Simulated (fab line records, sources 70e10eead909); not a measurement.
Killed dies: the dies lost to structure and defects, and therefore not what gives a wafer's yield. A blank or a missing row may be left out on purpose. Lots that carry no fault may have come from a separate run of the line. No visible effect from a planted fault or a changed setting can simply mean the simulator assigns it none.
Which tool is to blame? ; flow nand-harc ; Sampling: 6 lots, 18 wafers, 5 of 1302 route steps

== WHAT THE GAUGES READ, wafer by wafer ==
NHARC_END_SORT_01.
lot;measured;on;killed-at-array
L743;day 30 07:58;prober-01;43

== EACH LOT AND THE TOOL THAT RAN IT (in order: tool; ch and the chambers of the sampled wafers; start) ==
lot;NHARC_A_SLIT_ETCH_26;NHARC_A_WL_FILL_ALD_00;NHARC_A_WL_FILL_ETCHBACK_05;NHARC_A_WL_FILL_ETCHBACK_16
L732;har-etch-02 ch 0, day 21 06:02;ald-hk-03 ch 0,1,3, day 21 14:13;rie-metal-02 ch 0, day 21 15:42;rie-diel-07 ch 0,2, no start
L731;har-etch-02 ch 0,1, day 21 23:22;ald-hk-02 ch 1,2,3, day 22 07:38;rie-metal-02 ch 0,1, day 22 09:06;rie-diel-07 ch 0,1,2, no start
L736;har-etch-01 ch 0,1, day 22 16:55;ald-hk-03 ch 1,2,3, day 23 00:39;rie-metal-02 ch 0,1, day 23 02:20;rie-diel-07 ch 0,2,3, no start
L743;har-etch-02 ch 0,1, day 25 17:28;ald-hk-02 ch 2,3, day 26 01:31;rie-metal-02 ch 0,1, day 26 03:08;rie-diel-03 ch 1,2, day 30 07:58 or earlier
L748;har-etch-01 ch 0,1, day 28 13:58;ald-hk-02 ch 1,2, day 28 22:05;rie-metal-01 ch 0,1, day 28 23:57;rie-diel-03 ch 0,2,3, no start
L751;har-etch-02 ch 0, day 29 11:37;ald-hk-03 ch 0,2,3, day 29 19:42;rie-metal-01 ch 0,1, day 29 21:14;rie-diel-08 ch 0,2,3, no start
- NHARC_A_SLIT_ETCH_26: etches the open film in C4F8/O2/Ar, time 90 s, target depth 400 nm.
- NHARC_A_WL_FILL_ALD_00: deposits Al2O3, target thk 3 nm, pulse time 3 s, ald cycles 30.
- NHARC_A_WL_FILL_ETCHBACK_05: etches the open film in Cl2/BCl3, target depth 22 nm, time 60 s.
- NHARC_A_WL_FILL_ETCHBACK_16: etches the open film in C4F8/O2/Ar, target depth 120 nm, time 24 s.

== THE ANSWER, worked out from the rows above alone ==
Rule: the usual values come from the lots themselves. The widest of any qualifying gaps counts: lots, ordered by their means at a reading, are off when they make up no more than a third of the lots, leave a main group of 4 or more, and stand apart from it by 3 or more times the standard deviation of that group's means. The tables above print the reading to a certain number of digits; a main group whose means all agree to those digits is not used. A lot without any number at a reading at which 4 lots or more have one is off too. The other lots that the step has rows for count as sound.
Nothing can be told from this: no lot is off at any reading shown.

== WHAT THE SIMULATOR HAD INSERTED ==
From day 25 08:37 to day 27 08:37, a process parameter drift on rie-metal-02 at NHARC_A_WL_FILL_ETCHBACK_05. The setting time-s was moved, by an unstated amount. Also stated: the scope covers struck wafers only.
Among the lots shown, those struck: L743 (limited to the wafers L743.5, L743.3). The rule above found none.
